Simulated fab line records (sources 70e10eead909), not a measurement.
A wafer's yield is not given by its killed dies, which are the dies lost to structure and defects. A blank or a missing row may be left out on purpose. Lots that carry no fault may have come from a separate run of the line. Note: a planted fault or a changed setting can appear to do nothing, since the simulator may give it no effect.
fab line records | flow nand-harc
[record] lots = 12 | wafers = 35 | last-day = 25
route steps=1159 shown A_CONTACT@935 END@1159
lots that met no fault: from a run of the same line without faults
start-h: start of the lot's first displayed wafer, in hours after the record's first day | wait-h: hours elapsed since this lot's preceding step | " the same as in the row above | L1.1+2: a single row standing in for several wafers | - either no value or no given start | * or withheld: withheld | < > ~ a bound
route shown NAME@n: names a module that has steps shown in the file, with the first one's number in the route | usual: average and standard deviation across the fault-free wafers | same: alike in all rows | chamber/n: place in a boat | sites: per-site readings | _std_site: standard deviation across them | _edge_site: inner sites' mean taken away from outer sites' mean | radius-mm: for every site, how far away it sits from the centre of the wafer | mask NAME#n: copy n | behind: the last tool/chamber to shape the wafer | hold: why the lot was held/for how many hours/how that ended | device: names the non-switching transistor (n, p or np) | end of line: at the end of the route, the tests of the same wafers | a step given without rows: its recipe and nothing more | killed: dies lost to structure and defects at the first sort, not the wafer's yield | map: shows each die of a wafer: x if killed, . if not, _ if none is there
set.NAME: the run value of the setting; set.NAME@STEP: its run value at that earlier step | model.NAME: the simulator's own value behind a step, which no gauge read
a sample of lots followed through the steps of the route, with each step as a table and each wafer as a row
services: when a tool's chamber went out of use (start-h, in hours from the record's first day, below 0 if earlier), for how many hours, and the reason
[[steps]]
[step NHARC_A_CONTACT_CD_MEAS_08]
[recipe] target-cd-nm = 100 | landing-energy-ev = 500
[usual] cd-nm = 100.4/0.66
lot.wafer | tool      | chamber | start-h | wait-h | cd-nm
L575.2    | cd-sem-03 | 0       | 385.33  | -      | 99.6
L575.3    | "         | 0       | "       | "      | 99.5
L575.5    | "         | 0       | "       | "      | 98.4
L578.2    | cd-sem-01 | 0       | 386.04  | -      | 100.9
L578.3    | "         | 0       | "       | "      | 101.2
L578.6    | "         | 0       | "       | "      | 101.3
L577.1    | cd-sem-02 | 0       | 394.70  | -      | 100.7
L577.3    | "         | 0       | "       | "      | 101.0
L577.6    | "         | 0       | "       | "      | 101.2
L581.4    | cd-sem-02 | 0       | 438.44  | -      | 99.4
L581.5    | "         | 0       | "       | "      | 98.3
L581.6    | "         | 0       | "       | "      | 98.8
L582.3    | cd-sem-02 | 0       | 443.59  | -      | 99.9
L582.4    | "         | 0       | "       | "      | 100.3
L582.6    | "         | 0       | "       | "      | 99.9
L587.2    | cd-sem-01 | 0       | 452.07  | -      | 100.3
L587.3    | "         | 0       | "       | "      | 99.9
L587.5    | "         | 0       | "       | "      | 100.1
L593.3    | cd-sem-02 | 0       | 488.32  | -      | 101.4
L593.4    | "         | 0       | "       | "      | 100.8
L593.6    | "         | 0       | "       | "      | 101.5
L594.1    | cd-sem-03 | 0       | 492.31  | -      | 100.7
L594.3    | "         | 0       | "       | "      | 100.3
L594.4    | "         | 0       | "       | "      | 99.7
L595.2    | cd-sem-02 | 0       | 493.70  | -      | 101.0
L595.5    | "         | 0       | "       | "      | 100.2
L596.1    | cd-sem-01 | 0       | 522.43  | -      | 100.4
L596.5    | "         | 0       | "       | "      | 100.9
L596.6    | "         | 0       | "       | "      | 101.0
L598.1    | cd-sem-03 | 0       | 524.04  | -      | 100.6
L598.3    | "         | 0       | "       | "      | 101.1
L598.6    | "         | 0       | "       | "      | 100.6
L597.1    | cd-sem-01 | 0       | 525.62  | -      | 99.9
L597.2    | "         | 0       | "       | "      | 100.1
L597.4    | "         | 0       | "       | "      | 99.4
[step NHARC_A_CONTACT_ETCH_30]
[recipe] target-depth-a = 605 | time-s = 30.2 | cf4-flow-sccm = 100 | chf3-flow-sccm = 30 | ar-flow-sccm = 0 | rf-w = 500 | bias-w = 200 | chemistry = CF4/CHF3
[usual] chamber-pressure-mTorr = 25.002/0.023 | drypump-motor-current-A = 5.9/0.62 | oes-product-au = 0.935/0.025 | rf-fwd-power-W = 493.4/2.9 | rf-vpp-V = 370.5/2.6 | run-length-s = 51.5/0.5 | showerhead-plenum-p-Torr = 1.57/0.074 | throttle-valve-pct = 16.803/0.0094
lot.wafer | tool        | chamber | start-h | wait-h | chamber-pressure-mTorr | drypump-motor-current-A | oes-product-au | rf-fwd-power-W | rf-hours-counter-h | rf-vpp-V | run-length-s | showerhead-plenum-p-Torr | throttle-valve-pct
L575.2    | rie-diel-11 | 2       | -       | -      | 25.002                 | 4.8                     | 0.913          | 495.1          | 3                  | 370.2    | 51.7         | 1.53                     | 16.791
L575.3    | "           | 0       | "       | "      | 25.025                 | 5.9                     | 0.911          | 488.8          | 3                  | 373.8    | 52.4         | 1.66                     | 16.787
L575.5    | "           | 3       | "       | "      | 25.030                 | 6.3                     | 0.942          | 493.6          | -                  | 370.4    | 51.0         | 1.54                     | 16.812
L578.2    | rie-diel-13 | 2       | -       | -      | 24.969                 | 6.5                     | 0.935          | 492.0          | 38                 | 366.5    | 51.4         | 1.46                     | 16.807
L578.3    | "           | 1       | "       | "      | 25.010                 | 5.3                     | 0.937          | 489.3          | 38                 | 373.1    | 51.5         | 1.63                     | 16.794
L578.6    | "           | 3       | "       | "      | 25.022                 | 6.3                     | 0.930          | 493.0          | -                  | 372.7    | 50.6         | 1.63                     | 16.809
L577.3    | rie-diel-12 | 3       | -       | -      | 24.983                 | 6.0                     | 0.927          | 488.4          | 2                  | 366.4    | 51.4         | 1.47                     | 16.812
L577.1    | "           | 2       | "       | "      | 25.021                 | 6.2                     | 0.924          | 492.0          | 2                  | 366.4    | 51.8         | 1.47                     | 16.807
L577.6    | "           | 3       | "       | "      | 24.989                 | 6.0                     | 0.916          | 489.5          | -                  | 367.5    | 51.4         | 1.47                     | 16.806
L581.4    | rie-diel-12 | 3       | -       | -      | 25.024                 | 6.0                     | 0.923          | 493.5          | 17                 | 368.8    | 51.4         | 1.47                     | 16.799
L581.5    | "           | 0       | "       | "      | 24.976                 | 5.1                     | 0.944          | 496.8          | -                  | 373.9    | 52.3         | 1.68                     | 16.808
L581.6    | "           | 1       | "       | "      | 24.982                 | 6.0                     | 0.943          | 494.9          | -                  | 369.3    | 51.7         | 1.51                     | 16.795
L582.4    | rie-diel-11 | 0       | -       | -      | 24.986                 | 5.9                     | 0.952          | 487.6          | 14                 | 373.8    | 52.7         | 1.66                     | 16.785
L582.3    | "           | 2       | "       | "      | 25.054                 | 4.8                     | 0.946          | 495.9          | 13                 | 369.6    | 51.6         | 1.52                     | 16.803
L582.6    | "           | 3       | "       | "      | 24.959                 | 6.3                     | 0.991          | 494.2          | -                  | 369.5    | 50.8         | 1.53                     | 16.780
L587.2    | rie-diel-13 | 3       | -       | -      | 25.022                 | 6.3                     | 0.935          | 490.4          | 69                 | 372.6    | 50.8         | 1.62                     | 16.793
L587.3    | "           | 1       | "       | "      | 25.013                 | 5.3                     | 0.921          | 492.8          | 65                 | 373.1    | 51.3         | 1.62                     | 16.801
L587.5    | "           | 0       | "       | "      | 24.966                 | 5.5                     | 0.936          | 495.3          | -                  | 373.9    | 51.2         | 1.66                     | 16.802
L593.3    | rie-diel-12 | 0       | -       | -      | 25.013                 | 5.1                     | 0.983          | 493.6          | 38                 | 373.8    | 52.2         | 1.67                     | 16.801
L593.4    | "           | 1       | "       | "      | 25.011                 | 6.0                     | 0.964          | 494.1          | 37                 | 367.8    | 51.7         | 1.51                     | 16.797
L593.6    | "           | 3       | "       | "      | 24.975                 | 6.0                     | 0.962          | 490.0          | -                  | 367.5    | 51.3         | 1.46                     | 16.808
L594.1    | rie-diel-11 | 2       | -       | -      | 25.010                 | 4.8                     | 0.895          | 493.8          | 24                 | 367.8    | 51.9         | 1.52                     | 16.808
L594.4    | "           | 0       | "       | "      | 24.972                 | 5.9                     | 0.901          | 486.6          | 25                 | 372.2    | 52.2         | 1.66                     | 16.798
L594.3    | "           | 1       | "       | "      | 24.950                 | 6.6                     | 0.912          | 494.0          | 25                 | 369.0    | 51.0         | 1.58                     | 16.798
L595.2    | rie-diel-12 | 1       | -       | -      | 25.029                 | 6.1                     | 0.925          | 491.5          | 38                 | 368.3    | 52.1         | 1.51                     | 16.819
L595.5    | "           | 3       | "       | "      | 24.974                 | 6.0                     | 0.923          | 493.1          | -                  | 366.2    | 51.8         | 1.46                     | 16.805
L596.1    | rie-diel-12 | 2       | -       | -      | 24.999                 | 6.2                     | 0.920          | 492.0          | 51                 | 367.7    | 51.7         | 1.46                     | 16.799
L596.6    | "           | 0       | "       | "      | 25.000                 | 5.2                     | 0.945          | 495.5          | -                  | 373.6    | 51.8         | 1.67                     | 16.809
L596.5    | "           | 1       | "       | "      | 24.981                 | 6.0                     | 0.922          | 491.5          | -                  | 369.5    | 51.9         | 1.50                     | 16.804
L598.1    | rie-diel-11 | 2       | -       | -      | 24.999                 | 4.8                     | 0.903          | 498.5          | 29                 | 368.3    | 51.9         | 1.52                     | 16.808
L598.3    | "           | 0       | "       | "      | 24.966                 | 5.9                     | 0.919          | 490.6          | 32                 | 374.3    | 52.2         | 1.65                     | 16.807
L598.6    | "           | 3       | "       | "      | 24.999                 | 6.3                     | 0.945          | 492.1          | -                  | 370.1    | 50.7         | 1.53                     | 16.806
L597.4    | rie-diel-11 | 1       | -       | -      | 25.012                 | 6.6                     | 0.926          | 494.9          | 31                 | 370.9    | 51.2         | 1.58                     | 16.800
L597.1    | "           | 3       | "       | "      | 25.008                 | 6.3                     | 0.941          | 493.9          | 31                 | 368.2    | 50.8         | 1.53                     | 16.827
L597.2    | "           | 0       | "       | "      | 25.006                 | 5.9                     | 0.908          | 488.7          | 32                 | 373.8    | 52.6         | 1.65                     | 16.791
[step NHARC_A_CONTACT_ETCH_31]
[recipe] target-depth-a = 20000 | over-etch-frac = 0.3 | time-s = 520 | ion-energy-ev = 150 | o2-flow-sccm = 400 | cos-flow-sccm = 20 | ar-flow-sccm = 0 | rf-w = 500 | bias-w = 300 | chemistry = O2/COS
[usual] chamber-pressure-mTorr = 20.001/0.017 | drypump-motor-current-A = 5.9/0.59 | oes-product-au = 0.999/0.016 | rf-fwd-power-W = 499.2/1.5 | rf-vpp-V = 314.1/2.3 | run-length-s = 541.3/0.52 | showerhead-plenum-p-Torr = 3.11/0.15 | throttle-valve-pct = 28.330/0.0088
lot.wafer | tool        | chamber | start-h | wait-h | chamber-pressure-mTorr | drypump-motor-current-A | oes-product-au | rf-fwd-power-W | rf-hours-counter-h | rf-vpp-V | run-length-s | showerhead-plenum-p-Torr | throttle-valve-pct
L575.2    | rie-diel-11 | 3       | 386.34  | -      | 20.032                 | 6.3                     | 1.017          | 501.9          | 3                  | 313.4    | 540.7        | 3.05                     | 28.324
L575.3    | "           | 0       | "       | "      | 20.000                 | 5.9                     | 0.985          | 499.5          | 3                  | 316.8    | 542.2        | 3.30                     | 28.334
L575.5    | "           | 3       | "       | "      | 20.000                 | 6.3                     | 1.017          | 498.3          | -                  | 313.5    | 540.6        | 3.05                     | 28.323
L578.2    | rie-diel-13 | 2       | 386.96  | -      | 20.011                 | 6.4                     | 1.008          | 497.7          | 39                 | 310.1    | 541.4        | 2.90                     | 28.335
L578.3    | "           | 3       | "       | "      | 19.965                 | 6.3                     | 1.006          | 496.6          | 44                 | 315.3    | 540.4        | 3.23                     | 28.326
L578.6    | "           | 2       | "       | "      | 19.992                 | 6.4                     | 1.018          | 496.9          | -                  | 311.6    | 541.5        | 2.90                     | 28.337
L577.3    | rie-diel-12 | 0       | 395.52  | -      | 20.016                 | 5.1                     | 1.014          | 497.3          | 2                  | 316.7    | 541.9        | 3.34                     | 28.337
L577.1    | "           | 2       | "       | "      | 19.996                 | 6.2                     | 0.996          | 498.3          | 2                  | 309.8    | 541.7        | 2.91                     | 28.324
L577.6    | "           | 3       | "       | "      | 20.012                 | 6.0                     | 0.993          | 498.0          | -                  | 310.6    | 541.0        | 2.92                     | 28.337
L581.4    | rie-diel-12 | 1       | 439.29  | -      | 19.973                 | 6.1                     | 1.014          | 497.2          | 17                 | 313.7    | 541.5        | 3.00                     | 28.335
L581.5    | "           | 3       | "       | "      | 19.993                 | 6.0                     | 0.986          | 500.2          | -                  | 310.5    | 541.2        | 2.91                     | 28.325
L581.6    | "           | 0       | "       | "      | 20.002                 | 5.2                     | 1.005          | 500.8          | -                  | 318.8    | 541.7        | 3.33                     | 28.338
L582.3    | rie-diel-11 | 2       | 444.40  | -      | 19.999                 | 4.8                     | 0.965          | 500.8          | 13                 | 312.7    | 541.3        | 3.02                     | 28.339
L582.4    | "           | 3       | "       | "      | 20.014                 | 6.3                     | 1.008          | 502.5          | 13                 | 313.7    | 540.4        | 3.04                     | 28.340
L582.6    | "           | 2       | "       | "      | 20.021                 | 4.8                     | 0.971          | 500.2          | -                  | 312.8    | 541.5        | 3.02                     | 28.321
L587.2    | rie-diel-11 | 3       | 453.02  | -      | 19.988                 | 6.3                     | 1.018          | 497.9          | 15                 | 311.7    | 541.3        | 3.04                     | 28.315
L587.3    | "           | 0       | "       | "      | 19.999                 | 5.9                     | 0.986          | 498.2          | 16                 | 316.4    | 541.9        | 3.29                     | 28.332
L587.5    | "           | 3       | "       | "      | 20.024                 | 6.3                     | 1.022          | 499.0          | -                  | 314.7    | 540.6        | 3.04                     | 28.323
L593.3    | rie-diel-12 | 1       | 489.19  | -      | 20.002                 | 6.0                     | 0.988          | 497.5          | 37                 | 312.2    | 541.4        | 2.99                     | 28.331
L593.4    | "           | 3       | "       | "      | 20.003                 | 6.0                     | 0.994          | 496.1          | 38                 | 312.4    | 541.0        | 2.90                     | 28.339
L593.6    | "           | 0       | "       | "      | 20.030                 | 5.1                     | 1.017          | 499.8          | -                  | 318.1    | 541.7        | 3.32                     | 28.348
L594.4    | rie-diel-11 | 0       | 493.09  | -      | 20.007                 | 5.9                     | 0.972          | 498.4          | 25                 | 315.6    | 542.4        | 3.28                     | 28.325
L594.1    | "           | 1       | "       | "      | 19.996                 | 6.6                     | 0.982          | 499.8          | 25                 | 314.1    | 540.9        | 3.13                     | 28.329
L594.3    | "           | 2       | "       | "      | 19.996                 | 4.8                     | 0.976          | 502.2          | 24                 | 313.2    | 541.7        | 3.02                     | 28.325
L595.2    | rie-diel-12 | 1       | 494.60  | -      | 19.999                 | 6.1                     | 0.993          | -              | 38                 | 312.3    | 418.9        | 2.99                     | 28.329
L595.5    | "           | 1       | "       | "      | 20.028                 | 6.1                     | 1.003          | -              | -                  | 311.8    | 418.6        | 2.99                     | 28.336
L596.1    | rie-diel-12 | 1       | 524.85  | -      | 19.996                 | 6.1                     | 1.007          | -              | 51                 | 312.2    | 419.0        | 2.98                     | 28.339
L596.6    | "           | 1       | "       | "      | 19.966                 | 6.1                     | 1.003          | -              | -                  | 311.6    | 418.7        | 2.98                     | 28.330
L596.5    | "           | 2       | "       | "      | 20.023                 | 6.2                     | 0.994          | -              | -                  | 310.6    | 418.9        | 2.89                     | 28.335
L598.3    | rie-diel-11 | 2       | 525.03  | -      | 20.010                 | 4.8                     | 0.981          | 498.1          | 29                 | 313.9    | 541.3        | 3.01                     | 28.316
L598.1    | "           | 0       | "       | "      | 19.970                 | 6.0                     | 0.988          | 496.4          | 32                 | 316.0    | 542.0        | 3.28                     | 28.332
L598.6    | "           | 3       | "       | "      | 20.000                 | 6.3                     | 1.018          | 499.7          | -                  | 313.9    | 541.1        | 3.04                     | 28.337
L597.4    | rie-diel-11 | 0       | 526.46  | -      | 19.994                 | 5.9                     | 0.990          | 497.2          | 32                 | 315.8    | 542.2        | 3.28                     | 28.330
L597.2    | "           | 1       | "       | "      | 20.016                 | 6.7                     | 0.994          | 501.1          | 31                 | 314.7    | 541.0        | 3.13                     | 28.334
L597.1    | "           | 3       | "       | "      | 19.988                 | 6.3                     | 1.016          | 498.6          | 31                 | 313.6    | 541.0        | 3.04                     | 28.337
[step NHARC_A_CONTACT_ETCH_138]
[recipe] source-w = withheld | pressure-mtorr = 20 | bias-v = 3000 | time-s = 132 | target-depth-a = 12890 | ar-flow-sccm = withheld | c4f8-flow-sccm = withheld | o2-flow-sccm = withheld | chemistry = C4F8/O2/Ar
[usual] chamber-pressure-mTorr = 20.000/0.018 | run-length-s = 132/0
lot.wafer | tool            | chamber | start-h | wait-h | chamber-pressure-mTorr | rf-hours-counter-h | run-length-s
L575.2    | har-cap-etch-03 | 0       | 387.26  | 0.1    | 20.023                 | 86                 | 132
L575.3    | "               | 1       | "       | "      | 20.021                 | -                  | 132
L575.5    | "               | 0       | "       | "      | 19.992                 | -                  | 132
L578.2    | har-cap-etch-01 | 0       | 387.95  | 0.1    | 20.015                 | 61                 | 132
L578.3    | "               | 1       | "       | "      | 19.986                 | -                  | 132
L578.6    | "               | 0       | "       | "      | 19.960                 | -                  | 132
L577.1    | har-cap-etch-03 | 0       | 396.44  | 0.1    | 20.000                 | 88                 | 132
L577.3    | "               | 0       | "       | "      | 19.977                 | -                  | 132
L577.6    | "               | 1       | "       | "      | 20.033                 | -                  | 132
L581.4    | har-cap-etch-03 | 0       | 440.68  | 0.1    | 20.000                 | -                  | 132
L581.5    | "               | 1       | "       | "      | 20.007                 | -                  | 132
L581.6    | "               | 0       | "       | "      | 20.003                 | -                  | 132
L582.3    | har-cap-etch-02 | 1       | 445.37  | 0.1    | 20.024                 | -                  | 132
L582.4    | "               | 0       | "       | "      | 19.988                 | -                  | 132
L582.6    | "               | 0       | "       | "      | 19.998                 | -                  | 132
L587.2    | har-cap-etch-02 | 1       | 453.99  | 0.1    | 20.010                 | 26                 | 132
L587.3    | "               | 1       | "       | "      | 19.987                 | -                  | 132
L587.5    | "               | 1       | "       | "      | 20.032                 | -                  | 132
L593.4    | har-cap-etch-03 | 1       | 490.37  | 0.1    | 20.000                 | -                  | 132
L593.3    | "               | 0       | "       | "      | 19.996                 | -                  | 132
L593.6    | "               | 0       | "       | "      | 20.002                 | -                  | 132
L594.1    | har-cap-etch-02 | 1       | 494.08  | 0.1    | 19.994                 | 33                 | 132
L594.3    | "               | 0       | "       | "      | 20.013                 | -                  | 132
L594.4    | "               | 1       | "       | "      | 20.019                 | -                  | 132
L595.2    | har-cap-etch-01 | 1       | 495.64  | 0.1    | 19.965                 | 79                 | 132
L595.5    | "               | 0       | "       | "      | 20.017                 | -                  | 132
L596.1    | har-cap-etch-03 | 1       | 525.82  | 0.1    | 19.992                 | 110                | 132
L596.5    | "               | 1       | "       | "      | 19.992                 | -                  | 132
L596.6    | "               | 0       | "       | "      | 19.985                 | -                  | 132
L598.1    | har-cap-etch-02 | 1       | 526.02  | 0.1    | 19.977                 | 38                 | 132
L598.3    | "               | 0       | "       | "      | 20.014                 | -                  | 132
L598.6    | "               | 0       | "       | "      | 19.998                 | -                  | 132
L597.1    | har-cap-etch-01 | 0       | 527.62  | 0.1    | 20.008                 | 84                 | 132
L597.2    | "               | 1       | "       | "      | 19.997                 | 84                 | 132
L597.4    | "               | 0       | "       | "      | 19.992                 | -                  | 132
[step NHARC_END_SORT_01]
[recipe] temp-c = 25
[usual] killed-at-array = 26/9.7 | killed-at-other = 1.0/1.2 | killed-at-periphery = 3.9/2.6 | killed-dies = 31/9.7 | killed-open = 3.2/1.8 | killed-short = 2.0/1.3
[same] gross-dies = 677
lot.wafer | tool      | chamber | start-h | wait-h | killed-at-array | killed-at-other | killed-at-periphery | killed-dies | killed-open | killed-short
L596.1    | prober-01 | 0       | 579.55  | 2.5    | 463             | 3               | 4                   | 470         | 5           | 0
L596.5    | prober-01 | 0       | 582.75  | 3.7    | 365             | 1               | 5                   | 371         | 2           | 1
L596.6    | prober-01 | 0       | 583.55  | 4.0    | 435             | 1               | 0                   | 436         | 3           | 0
// killed by level:class
L596.1 A_CONTACT:area-etch=445 A_CONTACT:chamber-film-flake=6 THIN_TSV:chamber-film-flake=3 A_CONTACT:geometric-particle:open=2 P_STI:chamber-film-flake=2 A_ZERO_WELL:chamber-film-flake=2 A_CHANNEL_HOLE_D1:chamber-film-flake=2 A_STAIRCASE:chamber-film-flake=2
L596.5 A_CONTACT:area-etch=345 A_CHANNEL_HOLE_D1:chamber-film-flake=6 A_STAIRCASE:chamber-film-flake=5 A_CONTACT:chamber-film-flake=3 P_ZERO_WELL:chamber-film-flake=2 P_STI:chamber-film-flake=2 A_SLIT:chamber-film-flake=2 A_WL_FILL:chamber-film-flake=2
L596.6 A_CONTACT:area-etch=414 A_WL_FILL:chamber-film-flake=6 A_CONTACT:chamber-film-flake=5 A_STAIRCASE:chamber-film-flake=4 A_CHANNEL_HOLE_D1:chamber-film-flake=3 A_ONON_D1:geometric-particle:open=1 A_SGD_CUT:geometric-particle:open=1 A_M1:geometric-particle:open=1
[[services]]
tool        | chamber | start-h | hours | kind
rie-diel-11 | -       | 366.64  | 9.0   | pm
rie-diel-11 | 0       | 366.64  | 9.0   | vent-cycle
rie-diel-11 | 1       | 366.64  | 9.0   | vent-cycle
rie-diel-11 | 2       | 366.64  | 9.0   | vent-cycle
rie-diel-11 | 3       | 366.64  | 9.0   | vent-cycle
rie-diel-11 | 0       | 375.64  | -     | clean
rie-diel-11 | 1       | 375.64  | -     | clean
rie-diel-11 | 2       | 375.64  | -     | clean
rie-diel-11 | 3       | 375.64  | -     | clean
rie-diel-12 | -       | 379.58  | 9.0   | pm
rie-diel-11 | 0       | 400.14  | -     | clean
rie-diel-11 | 1       | 400.14  | -     | clean
rie-diel-11 | 2       | 400.14  | -     | clean
rie-diel-11 | 3       | 400.14  | -     | clean
rie-diel-12 | 0       | 424.00  | 7.0   | repair
rie-diel-11 | 0       | 424.78  | -     | clean
rie-diel-11 | 1       | 424.78  | -     | clean
rie-diel-11 | 2       | 424.78  | -     | clean
rie-diel-11 | 3       | 424.78  | -     | clean
rie-diel-11 | -       | 432.78  | 0.4   | repair
rie-diel-12 | 1       | 447.06  | 3.3   | repair
rie-diel-11 | 0       | 449.28  | -     | clean
rie-diel-13 | -       | 453.00  | 9.0   | pm
rie-diel-12 | 0       | 491.23  | 22.6  | repair
[[key]]
[first-sign] step = NHARC_A_CONTACT_ETCH_31 | reading = run-length-s | direction = down | sigmas = 99+ | usual = * | struck = *
[effect] step = NHARC_END_SORT_01 | reading = killed-at-array | direction = up | sigmas = 41 | usual = 26 | struck = 421
[more-kills-born-at] NHARC_A_CONTACT_ETCH_31@rie-diel-12 = 1204
met-at NHARC_A_CONTACT_ETCH_31
struck-lots L595,L596
later-rows-left-out L595.2,L595.5,L596.1,L596.5,L596.6
sort-left-out L595.2,L595.5
tester-left-out L595,L596
not-acting-at NHARC_A_CONTACT_CD_MEAS_08,NHARC_A_CONTACT_ETCH_30,NHARC_A_CONTACT_ETCH_138
onset-between 489.19 494.60
[fault] kind = process-parameter-drift | tool = rie-diel-12 | chamber = - | onset-h = 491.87 | steps = NHARC_A_CONTACT_ETCH_31 | channel = time-s | offset = * | shape = step | acts-in = * | stated = *
// tester-left-out: of these lots the tester's yield and bins aren't shown, on N5 and GAA mostly nor the transistor test; their killed dies are dies lost to structure and defects alone, not to doping, threshold or leakage, so they don't give the yield
// sort-left-out: the simulated sort isn't trusted on such a fault, so these wafers' sort isn't shown, and their yield isn't known
// later-rows-left-out: the simulator's readings of these wafers behind a module that went badly wrong aren't trusted and aren't shown, but for the sort
